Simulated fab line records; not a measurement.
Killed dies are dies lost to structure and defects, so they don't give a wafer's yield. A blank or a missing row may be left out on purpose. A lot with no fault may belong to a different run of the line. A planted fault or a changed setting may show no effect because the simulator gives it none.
fab line records ; flow n5Finfet
[record] lots = 5; wafers = 15; lastDay = 17
route steps=1938 shown WELL_APT@27 BEOL_M4@1111
lots with no fault: from the same line, run without faults
startH: start of the lot's first displayed wafer, in hours after the record's first day ; waitH: hours since the lot's step before ; " as in the row above ; L1.1+2: one row covering several wafers at once ; - no value, or no start was given ; * or withheld: withheld ; < > ~ a bound
route shown NAME@n: NAME is a module with steps in the file, n the number in the route of the first one ; usual: average and standard deviation across the fault-free wafers ; same: alike in all rows ; chamber/n: place in a boat ; sites: per-site readings ; _std_site: the values' standard deviation ; _edge_site: the outer-site mean with the inner-site mean subtracted ; radiusMm: how far each site lies from the wafer's centre ; mask NAME#n: copy n ; behind: tool/chamber where the wafer was last shaped ; hold: what put the lot on hold/how long, in hours/how the hold closed ; device: whichever transistor did not switch (one of n, p or np) ; end of line: the route-end tests of the same wafers ; for a step that has no rows: nothing shown but its recipe ; killed: at the first sort, the dies lost to defects and structure; wafer yield is something else ; map: per-die view of a wafer (x killed, . not killed, _ where there is no die)
set.NAME: the run value of the setting; set.NAME@STEP: its run value at that earlier step ; model.NAME: the simulator's own value behind a step, which no gauge read
certain route steps with their lots: each step a table, each wafer a row
services: a tool's chamber out of use, with start hour (startH, from the record's first day; less than 0 if before it), hours out, and reason
[[steps]]
[step N5_WELL_APT_HARDBAKE_12]
[recipe] tempC = 130; timeS = 120
[step N5_WELL_APT_CD_MEAS_08]
[recipe] targetCdNm = 200; landingEnergyEv = 500; detector = seInlens
[usual] cdNm = 199.8/1.1
[same] landingEnergyEv = 500
lot.wafer;tool;chamber;startH;waitH;cdNm
L567.1;cdSem-03;0;13.78;-;200.7
L567.5;cdSem-03;0;13.78;-;200.7
L567.6;cdSem-03;0;13.78;-;201.3
L574.1;cdSem-02;0;55.99;-;201.1
L574.2;cdSem-02;0;55.99;-;200.2
L574.4;cdSem-02;0;55.99;-;200.9
L586.2;cdSem-02;0;127.81;-;199.2
L586.3;cdSem-02;0;127.81;-;199.3
L586.4;cdSem-02;0;127.81;-;200.1
L587.2;cdSem-02;0;133.58;-;200.8
L587.5;cdSem-02;0;133.58;-;201.3
L587.6;cdSem-02;0;133.58;-;200.3
L589.2;cdSem-02;0;145.91;-;198.5
L589.4;cdSem-02;0;145.91;-;198.8
L589.5;cdSem-02;0;145.91;-;198.9
[step N5_WELL_APT_OVL_MEAS_09]
[recipe] pointsPerWafer = 44
[usual] NWELL_OVL = -1/5.3
lot.wafer;tool;chamber;startH;waitH;NWELL_OVL[nm]
L567.1;overlay-02;0;13.81;0.0;-5
L567.5;overlay-02;0;13.81;0.0;-5
L567.6;overlay-02;0;13.81;0.0;-5
L574.1;overlay-02;0;56.02;0.0;-6
L574.2;overlay-02;0;56.02;0.0;-4
L574.4;overlay-02;0;56.02;0.0;-2
L586.2;overlay-01;0;127.84;0.0;-7
L586.3;overlay-01;0;127.84;0.0;3
L586.4;overlay-01;0;127.84;0.0;8
L587.2;overlay-02;0;133.61;0.0;0
L587.5;overlay-02;0;133.61;0.0;-5
L587.6;overlay-02;0;133.61;0.0;-2
L589.2;overlay-02;0;145.94;0.0;2
L589.4;overlay-02;0;145.94;0.0;2
L589.5;overlay-02;0;145.94;0.0;7
[step N5_WELL_APT_INSPECT_10]
[recipe] mode = adi; inspectInstrument = macro
[usual] rawDefectCount = 2.1/1.3
lot.wafer;tool;chamber;startH;waitH;rawDefectCount
L567.1;defectInspect-02;-;13.84;0.0;4
L567.5;defectInspect-02;-;13.84;0.0;2
L567.6;defectInspect-02;-;13.84;0.0;2
L574.1;defectInspect-01;-;56.04;0.0;1
L574.2;defectInspect-01;-;56.04;0.0;3
L574.4;defectInspect-01;-;56.04;0.0;1
L586.2;defectInspect-02;-;127.86;0.0;3
L586.3;defectInspect-02;-;127.86;0.0;5
L586.4;defectInspect-02;-;127.86;0.0;4
L587.2;defectInspect-02;-;133.63;0.0;3
L587.5;defectInspect-02;-;133.63;0.0;1
L587.6;defectInspect-02;-;133.63;0.0;2
L589.2;defectInspect-02;-;145.97;0.0;2
L589.4;defectInspect-02;-;145.97;0.0;0
L589.5;defectInspect-02;-;145.97;0.0;4
[step N5_WELL_APT_DESCUM_13]
[recipe] chemistry = O2; timeS = 7.9; sourcePowerW = 50; biasPowerW = 20; pressureMtorr = 20; rfFrequencyHz = 2.712e+07; tempC = 40; o2FlowSccm = 225
[usual] drypumpMotorCurrentA = 5.8/0.44; o2FlowSccm = 225.0/0.66; oesProductAu = 0.78/0.085; rfVppV = 243.3/1.7; showerheadPlenumPTorr = 2.10/0.086; throttleValvePct = 20.31/0.24
lot.wafer;tool;chamber;startH;waitH;drypumpMotorCurrentA;o2FlowSccm;oesProductAu;rfHoursCounterH;rfVppV;showerheadPlenumPTorr;throttleValvePct
L567.1;rieDiel-05;2;14.14;0.3;5.8;225.2;0.72;218;243.0;2.16;20.10
L567.5;rieDiel-05;3;14.14;0.3;5.9;226.0;0.70;-;243.2;2.08;20.50
L567.6;rieDiel-05;2;14.14;0.3;5.8;224.8;0.71;-;244.6;2.16;20.11
L574.1;rieDiel-06;1;56.09;0.0;6.5;225.6;0.94;19;244.4;2.23;20.27
L574.2;rieDiel-06;2;56.09;0.0;5.6;224.7;0.82;106;244.3;2.02;20.36
L574.4;rieDiel-06;1;56.09;0.0;6.5;226.0;0.93;-;246.5;2.23;20.28
L586.2;rieDiel-05;2;128.05;0.2;5.8;224.4;0.97;5;243.5;2.14;19.82
L586.3;rieDiel-05;1;128.05;0.2;5.7;225.9;0.76;117;243.6;2.19;20.15
L586.4;rieDiel-05;3;128.05;0.2;5.9;225.2;0.68;-;242.5;2.07;20.56
L587.2;rieDiel-06;1;133.67;0.0;6.5;224.5;0.88;54;244.5;2.22;20.33
L587.5;rieDiel-06;3;133.67;0.0;6.6;225.4;0.69;-;240.6;1.98;20.06
L587.6;rieDiel-06;0;133.67;0.0;5.9;226.1;0.76;-;243.1;2.11;20.29
L589.2;rieDiel-06;3;146.30;0.3;6.6;224.8;0.69;222;242.5;1.98;20.11
L589.4;rieDiel-06;1;146.30;0.3;6.5;225.3;0.87;58;244.0;2.22;20.33
L589.5;rieDiel-06;1;146.30;0.3;6.5;226.7;0.87;-;245.5;2.22;20.32
[step N5_WELL_APT_IMPLANT_14]
[recipe] species = P; energyKev = 160; doseCm2 = 1.5e+13; tiltDeg = 0; rotationDeg = 0
[step N5_WELL_APT_IMPLANT_15]
[recipe] species = As; energyKev = 25; doseCm2 = 1.5e+13; tiltDeg = 0; rotationDeg = 0
[step N5_WELL_APT_STRIP_16]
[recipe] chemistry = SPM; timeS = 900; tempC = 130; h2so4H2o2VolRatio = 4; dry = ipaMarangoni
[step N5_WELL_APT_HMDS_18]
[recipe] timeS = 60; tempC = 120
[step N5_WELL_APT_COAT_19]
[recipe] spinRpm = 1357; resistThkNm = 950
[step N5_WELL_APT_EBR_21]
[recipe] solvent = PGMEA; ebrWidthMm = 1.5
[step N5_WELL_APT_SOFTBAKE_20]
[recipe] tempC = 130; timeS = 60
[step N5_WELL_APT_EXPOSE_22]
[recipe] maskId = PWELL; na = 0.8; sourceShape = conventional; sigmaOuter = 0.8; polarization = unpolarized; defocusNm = 0; targetCdNm = 200; doseMj = 23.2
[usual] exposureDoseMJCm2 = 23.191/0.024
[same] sigmaOuter = 0.8
lot.wafer;tool;chamber;startH;waitH;mask;exposureDoseMJCm2
L567.1;krfScanner-02;0;15.03;-;PWELL#0;23.141
L567.5;krfScanner-02;0;15.03;-;PWELL#0;23.195
L567.6;krfScanner-02;0;15.03;-;PWELL#0;23.170
L574.1;krfScanner-02;0;56.95;-;PWELL#0;23.182
L574.2;krfScanner-02;0;56.95;-;PWELL#0;23.185
L574.4;krfScanner-02;0;56.95;-;PWELL#0;23.173
L586.2;krfScanner-01;0;129.34;-;PWELL#0;23.251
L586.3;krfScanner-01;0;129.34;-;PWELL#0;23.213
L586.4;krfScanner-01;0;129.34;-;PWELL#0;23.201
L587.2;krfScanner-01;0;134.53;-;PWELL#0;23.214
L587.5;krfScanner-01;0;134.53;-;PWELL#0;23.230
L587.6;krfScanner-01;0;134.53;-;PWELL#0;23.218
L589.2;krfScanner-02;0;147.17;-;PWELL#0;23.167
L589.4;krfScanner-02;0;147.17;-;PWELL#0;23.221
L589.5;krfScanner-02;0;147.17;-;PWELL#0;23.218
[step N5_WELL_APT_PEB_23]
[recipe] pebTempC = 130; pebTimeS = 90
[step N5_WELL_APT_DEVELOP_24]
[recipe] developTimeS = 45; rinseLiquid = surfactantRinse; dry = airSpin; devTempC = 21
[step N5_WELL_APT_HARDBAKE_29]
[recipe] tempC = 130; timeS = 120
[step N5_WELL_APT_CD_MEAS_25]
[recipe] targetCdNm = 200; landingEnergyEv = 500; detector = seInlens
[usual] cdNm = 200.4/1.5
[same] landingEnergyEv = 500
lot.wafer;tool;chamber;startH;waitH;cdNm
L567.1;cdSem-01;0;15.20;-;198.1
L567.5;cdSem-01;0;15.20;-;199.7
L567.6;cdSem-01;0;15.20;-;199.5
L574.1;cdSem-03;0;57.13;-;196.1
L574.2;cdSem-03;0;57.13;-;202.4
L574.4;cdSem-03;0;57.13;-;198.7
L586.2;cdSem-01;0;129.50;-;199.3
L586.3;cdSem-01;0;129.50;-;198.3
L586.4;cdSem-01;0;129.50;-;198.2
L587.2;cdSem-01;0;134.70;-;200.3
L587.5;cdSem-01;0;134.70;-;201.4
L587.6;cdSem-01;0;134.70;-;201.2
L589.2;cdSem-03;0;147.33;-;200.0
L589.4;cdSem-03;0;147.33;-;197.8
L589.5;cdSem-03;0;147.33;-;201.6
[step N5_WELL_APT_OVL_MEAS_26]
[recipe] pointsPerWafer = 44
[usual] PWELL_OVL = -4/5.9
lot.wafer;tool;chamber;startH;waitH;PWELL_OVL[nm]
L567.1;overlay-02;0;15.23;0.0;-7
L567.5;overlay-02;0;15.23;0.0;-2
L567.6;overlay-02;0;15.23;0.0;-14
L574.1;overlay-02;0;57.16;0.0;-10
L574.2;overlay-02;0;57.16;0.0;-7
L574.4;overlay-02;0;57.16;0.0;-1
L586.2;overlay-02;0;129.53;0.0;-11
L586.3;overlay-02;0;129.53;0.0;-1
L586.4;overlay-02;0;129.53;0.0;-8
L587.2;overlay-01;0;134.73;0.0;-5
L587.5;overlay-01;0;134.73;0.0;-17
L587.6;overlay-01;0;134.73;0.0;-4
L589.2;overlay-02;0;147.36;0.0;7
L589.4;overlay-02;0;147.36;0.0;5
L589.5;overlay-02;0;147.36;0.0;-3
[step N5_WELL_APT_INSPECT_27]
[recipe] mode = adi; inspectInstrument = macro
[usual] rawDefectCount = 2.0/1.4
lot.wafer;tool;chamber;startH;waitH;rawDefectCount
L567.1;defectInspect-02;-;15.25;0.0;2
L567.5;defectInspect-02;-;15.25;0.0;0
L567.6;defectInspect-02;-;15.25;0.0;0
L574.1;defectInspect-02;-;57.18;0.0;3
L574.2;defectInspect-02;-;57.18;0.0;2
L574.4;defectInspect-02;-;57.18;0.0;1
L586.2;defectInspect-02;-;129.56;0.0;1
L586.3;defectInspect-02;-;129.56;0.0;2
L586.4;defectInspect-02;-;129.56;0.0;2
L587.2;defectInspect-01;-;134.75;0.0;1
L587.5;defectInspect-01;-;134.75;0.0;2
L587.6;defectInspect-01;-;134.75;0.0;4
L589.2;defectInspect-01;-;147.39;0.0;2
L589.4;defectInspect-01;-;147.39;0.0;2
L589.5;defectInspect-01;-;147.39;0.0;1
[step N5_WELL_APT_DESCUM_30]
[recipe] chemistry = O2; timeS = 7.9; sourcePowerW = 50; biasPowerW = 20; pressureMtorr = 20; rfFrequencyHz = 2.712e+07; tempC = 40; o2FlowSccm = 225
[usual] drypumpMotorCurrentA = 5.8/0.39; o2FlowSccm = 225.0/0.65; oesProductAu = 0.80/0.097; rfVppV = 243.4/1.5; showerheadPlenumPTorr = 2.11/0.075; throttleValvePct = 20.29/0.24
lot.wafer;tool;chamber;startH;waitH;drypumpMotorCurrentA;o2FlowSccm;oesProductAu;rfHoursCounterH;rfVppV;showerheadPlenumPTorr;throttleValvePct;model.WELL_APT.cdNm
L567.1;rieDiel-04;3;15.33;0.1;5.6;224.1;0.73;201;244.8;2.16;20.34;198.4
L567.5;rieDiel-04;0;15.33;0.1;5.4;225.3;0.71;-;244.0;2.15;20.63;199.5
L567.6;rieDiel-04;3;15.33;0.1;5.6;224.7;0.72;-;244.2;2.16;20.34;199.5
L574.1;rieDiel-05;0;57.21;0.0;5.1;224.3;0.71;231;241.2;1.98;20.71;196.1
L574.2;rieDiel-05;3;57.21;0.0;5.9;224.6;0.69;194;242.8;2.08;20.53;202
L574.4;rieDiel-05;1;57.21;0.0;5.6;225.4;0.80;89;245.1;2.20;20.11;198.7
L586.2;rieDiel-05;1;129.59;0.0;5.6;224.2;0.77;118;244.2;2.19;20.16;199.2
L586.3;rieDiel-05;2;129.59;0.0;5.8;224.8;0.97;6;242.8;2.14;19.79;198.3
L586.4;rieDiel-05;3;129.59;0.0;5.9;225.4;0.68;-;244.6;2.07;20.56;198
L587.2;rieDiel-04;2;134.79;0.0;5.9;226.1;0.82;75;244.2;2.12;20.59;200.1
L587.5;rieDiel-04;0;134.79;0.0;5.4;223.9;0.90;-;243.0;2.14;20.32;201.6
L587.6;rieDiel-04;3;134.79;0.0;5.6;225.8;0.69;-;244.4;2.14;20.41;201.1
L589.2;rieDiel-06;0;147.42;0.0;5.9;225.7;0.75;143;242.4;2.10;20.30;199.9
L589.4;rieDiel-06;3;147.42;0.0;6.6;224.7;0.70;222;242.1;1.98;20.09;197.8
L589.5;rieDiel-06;3;147.42;0.0;6.6;224.4;0.70;-;240.8;1.97;20.08;201.4
[step N5_WELL_APT_IMPLANT_31]
[recipe] species = B; energyKev = 60; doseCm2 = 1.5e+13; tiltDeg = 0; rotationDeg = 0
[step N5_BEOL_M4_RC_MEAS_101]
[usual] DIBL_N = 36.3/1.4; DIBL_P = 36.2/1.5; IOFF_N = 0.160/0.021; IOFF_P = 0.211/0.027; ION_N = 676/7.7; ION_P = 463/5.5; SS_N = 71.4/0.57; SS_P = 73.3/0.58; VT_N = 249.3/2.5; VT_P = -250.1/2.6
lot.wafer;tool;chamber;startH;waitH;DIBL_N[mV/V];DIBL_P[mV/V];IOFF_N[nA/um];IOFF_P[nA/um];ION_N[uA/um];ION_P[uA/um];SS_N[mV/dec];SS_P[mV/dec];VT_N[mV];VT_P[mV]
L567.1;prober-01;0;162.84;0.0;37.1;37.7;0.187;0.224;686;463;72.2;74.4;246.9;-249.4
L567.5;prober-01;0;162.84;0.0;35.0;35.0;0.148;0.181;678;459;71.2;72.5;250.4;-254.1
L567.6;prober-01;0;162.84;0.0;35.6;35.7;0.160;0.191;677;462;71.8;72.8;250.4;-252.0
L574.1;prober-01;0;214.24;0.0;36.2;33.7;0.142;0.184;674;459;71.1;72.7;248.7;-250.0
L574.2;prober-01;0;214.24;0.0;36.5;34.9;0.147;0.196;670;467;71.1;72.8;248.7;-246.6
L574.4;prober-01;0;214.24;0.0;36.7;35.3;0.152;0.205;681;463;71.1;73.5;248.6;-249.8
L586.2;prober-02;0;276.27;0.2;34.5;33.4;0.134;0.177;673;460;70.6;72.8;250.8;-250.7
L586.3;prober-02;0;276.27;0.2;36.4;35.8;0.172;0.203;685;461;71.2;73.6;247.1;-255.4
L586.4;prober-02;0;276.27;0.2;35.2;34.1;0.147;0.186;675;460;71.2;72.7;248.0;-252.7
L587.2;prober-02;0;297.07;0.2;36.4;37.7;0.155;0.221;668;462;71.0;73.7;248.5;-249.1
L587.5;prober-02;0;297.07;0.2;34.5;35.2;0.124;0.180;679;466;70.7;72.7;250.1;-251.3
L587.6;prober-02;0;297.07;0.2;34.5;36.1;0.126;0.186;667;460;71.2;73.0;251.4;-252.6
L589.2;prober-01;0;308.47;0.2;35.3;35.3;0.154;0.207;680;471;71.7;73.1;250.3;-251.8
L589.4;prober-01;0;308.47;0.2;34.4;34.6;0.138;0.186;663;460;70.7;72.6;254.1;-249.7
L589.5;prober-01;0;308.47;0.2;36.3;36.6;0.164;0.222;673;463;72.2;73.5;249.9;-250.5
[[services]]
tool;chamber;startH;hours;kind
rieDiel-06;-;-9.08;34.6;repair
rieDiel-05;3;-6.55;11.7;repair
krfScanner-01;-;-5.50;0.8;repair
krfScanner-02;-;-2.73;0.9;repair
krfScanner-02;-;1.60;0.9;repair
krfScanner-01;-;9.23;2.8;repair
rieDiel-05;-;19.63;2.8;pm
rieDiel-04;2;19.79;4.9;repair
rieDiel-04;1;26.85;1.2;repair
krfScanner-02;-;28.60;1.0;pm
krfScanner-02;-;32.69;4.4;pm
krfScanner-02;-;63.21;0.8;pm
krfScanner-01;-;65.61;2.4;repair
rieDiel-04;1;104.02;9.3;repair
rieDiel-05;2;104.20;-;clean
rieDiel-05;2;104.20;-;consumableReplace:focusRing
rieDiel-05;2;104.20;12.5;scheduledDown
rieDiel-05;2;104.20;12.5;ventCycle
rieDiel-05;0;116.69;-;clean
rieDiel-05;0;116.69;-;consumableReplace:focusRing
rieDiel-05;0;116.69;-;consumableReplace:showerhead
krfScanner-01;-;125.18;1.0;pm
krfScanner-01;-;129.84;1.7;repair
rieDiel-05;2;132.80;6.0;repair
[[key]]
firstSign none at tools or gauges
[modelEffect] step = N5_WELL_APT_DESCUM_30; value = WELL_APT.cdNm; without = 202.7; struck = 197.4
metAt N5_WELL_APT_EXPOSE_22
struckWafers L574.1,L574.4
onsetBetween 15.03 56.95
[fault] kind = processParameterDrift; tool = krfScanner-02; chamber = -; onsetH = 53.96; steps = N5_WELL_APT_EXPOSE_22; channel = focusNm; offset = 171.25; shape = step; endH = 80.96; scope = struckWafersOnly
